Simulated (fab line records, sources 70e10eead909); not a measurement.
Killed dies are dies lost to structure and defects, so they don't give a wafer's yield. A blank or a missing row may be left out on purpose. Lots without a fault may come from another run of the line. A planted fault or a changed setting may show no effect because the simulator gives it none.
Which tool did it? | flow nand_harc | 6 lots, 17 wafers sampled, at 4 steps of a route of 1159

WHAT THE GAUGES READ, wafer by wafer
NHARC_A_ONON_D1_THK_MEAS_05: measures by ellipsometry.
lot  | measured     | on            | thk_nm (nm)
L458 | day 7 22:59  | film_metro-01 | 1011 1012 1014
L459 | day 8 05:14  | film_metro-02 | 998 1001 998
L467 | day 10 00:32 | film_metro-01 | 997 1107
L474 | day 12 00:50 | film_metro-02 | 1000 1002 1003
L478 | day 12 15:59 | film_metro-01 | 995 994 994
L480 | day 13 09:31 | film_metro-01 | 999 997 998

WHICH TOOL RAN EACH LOT (tool, then ch and the chambers of the sampled wafers, then the start)
lot  | NHARC_P_BONDPAD_DESCUM_11          | NHARC_P_BONDPAD_ETCH_37            | NHARC_A_ONON_D1_DEP_03
L458 | rie_diel-09 ch 1,2,3, day 6 19:32  | rie_diel-09 ch 0,1,3, day 6 19:36  | pecvd_onon-02 ch 0, day 7 22:28
L459 | rie_diel-05 ch 0,2, day 7 03:43    | rie_diel-05 ch 2,3, day 7 03:47    | pecvd_onon-04 ch 0, day 8 04:47
L467 | rie_diel-05 ch 0,2, day 8 19:49    | rie_diel-05 ch 2,3, day 8 19:53    | pecvd_onon-02 ch 0, day 10 00:08
L474 | rie_diel-05 ch 1,2, day 10 21:12   | rie_diel-05 ch 1,2, day 10 21:18   | pecvd_onon-01 ch 0, day 12 00:19
L478 | rie_diel-05 ch 1,2,3, day 11 12:08 | rie_diel-05 ch 1,2,3, day 11 12:17 | pecvd_onon-01 ch 0, day 12 15:29
L480 | rie_diel-09 ch 0,1,3, day 12 05:29 | rie_diel-09 ch 1,2,3, day 12 05:34 | pecvd_onon-01 ch 0, day 13 08:59
- NHARC_P_BONDPAD_DESCUM_11: chemistry O2, time 3 s.
- NHARC_P_BONDPAD_ETCH_37: etches the open film in N2/H2, target depth 60 nm, overetch 18 nm, time 65.91 s.
- NHARC_A_ONON_D1_DEP_03: target thk 1000 nm.

THE ANSWER, worked out from the rows above alone
Rule: what is usual is taken from the lots themselves. Put in order of their means at a reading, lots are off if they are a third of the lots or fewer, leave a main group of 4 or more, and stand apart from it by a gap of 3 or more times the standard deviation of the main group's means; of several such gaps the widest counts. A main group whose means are all the same, to the digits that the tables above print for the reading, isn't used. A lot without any number at a reading at which 4 lots or more have one is off too. The other lots that the step has rows for count as sound.
Off: L467, at NHARC_A_ONON_D1_THK_MEAS_05 (thk_nm). The main group: mean 1001 nm, standard deviation 6.1.
A tool fits if, at a process step before that reading, it ran every lot that is off, and no sound lot after the first of them. The gauges at NHARC_A_ONON_D1_THK_MEAS_05 are tried like those tools. One fits: pecvd_onon-02 at NHARC_A_ONON_D1_DEP_03. Its last sound lot is L458 (day 7 22:28), its first lot that is off L467 (day 10 00:08): a fault that began between those two fits.

WHAT THE SIMULATOR HAD PUT IN
Process parameter drift: pecvd_onon-02, from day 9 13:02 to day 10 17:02, at NHARC_A_ONON_D1_DEP_03. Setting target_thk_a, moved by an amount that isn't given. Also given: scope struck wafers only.
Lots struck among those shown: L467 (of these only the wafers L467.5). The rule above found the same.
